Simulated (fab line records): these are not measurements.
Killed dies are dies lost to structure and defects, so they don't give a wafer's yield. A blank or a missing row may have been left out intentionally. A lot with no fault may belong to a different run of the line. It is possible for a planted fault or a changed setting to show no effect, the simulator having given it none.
Matching of chambers    flow nand harc    4 sister chambers for NHARC_A_STAIRCASE_ETCH_292 on rie diel-05
The step etches the open film in CF4/CHF3. 14 wafers are shown with their chamber, then 7 later ones without.

WAFERS PAIRED WITH THEIR CHAMBERS
wafer   chamber  showerhead plenum p Torr (Torr)  rf vpp V (V)  throttle valve pct (%)
L074.1  0        1.54                             369.1         16.799
L074.3  1        1.50                             368.8         16.797
L074.4  3        1.52                             369.2         16.824
L080.4  0        1.54                             370.2         16.806
L080.5  3        1.52                             368.8         16.814
L080.6  2        1.64                             373.5         16.809
L082.2  1        1.50                             366.6         16.786
L082.5  2        1.64                             373.8         16.801
L082.6  3        1.51                             367.9         16.797
L084.1  0        1.54                             368.8         16.802
L084.3  2        1.64                             372.3         16.825
L084.6  3        1.51                             367.6         16.794
L087.2  2        1.63                             372.0         16.802
L087.4  0        1.54                             370.7         16.805

SIGNATURES, as means of the wafers listed above
reading                   chamber 0  chamber 1  chamber 2  chamber 3  scatter within a chamber
showerhead plenum p Torr  1.5400     1.5000     1.6375     1.5150     0.00418
rf vpp V                  369.700    367.700    372.900    368.375    0.942
throttle valve pct        16.80300   16.79150   16.80925   16.80725   0.0103
Rule: a wafer lies at a distance from a chamber equal to the root of the sum of squares, over the readings, of (its reading less the chamber's mean, divided by the reading's scatter). The wafer belongs to the nearest chamber; if the next one is less than 2 further off, it can't be placed. The scatter is the square root of a quotient: the sum, over the shown wafers, of each reading's squared deviation from its chamber's mean, divided by wafers minus chambers.

WAFERS MISSING THEIR CHAMBER
wafer   showerhead plenum p Torr (Torr)  rf vpp V (V)  throttle valve pct (%)
L087.5  1.51                             368.1         16.786
L086.2  1.63                             373.6         16.802
L086.3  1.51                             368.9         16.799
L086.4  1.50                             368.4         16.807
L093.1  1.53                             370.0         16.807
L093.3  1.51                             368.0         16.799
L093.5  1.53                             369.2         16.793

WHICH CHAMBER EACH WENT THROUGH
wafer   from the rows above      in truth
L087.5  can't be placed: 3 or 1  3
L086.2  2                        2
L086.3  can't be placed: 3 or 1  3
L086.4  can't be placed: 1 or 3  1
L093.1  can't be placed: 0 or 3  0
L093.3  can't be placed: 3 or 1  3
L093.5  can't be placed: 0 or 3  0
Correctly placed: 1 of 7. Not placeable from these rows: 6 (in 6, the candidates include the true chamber). 0 placed wrongly.
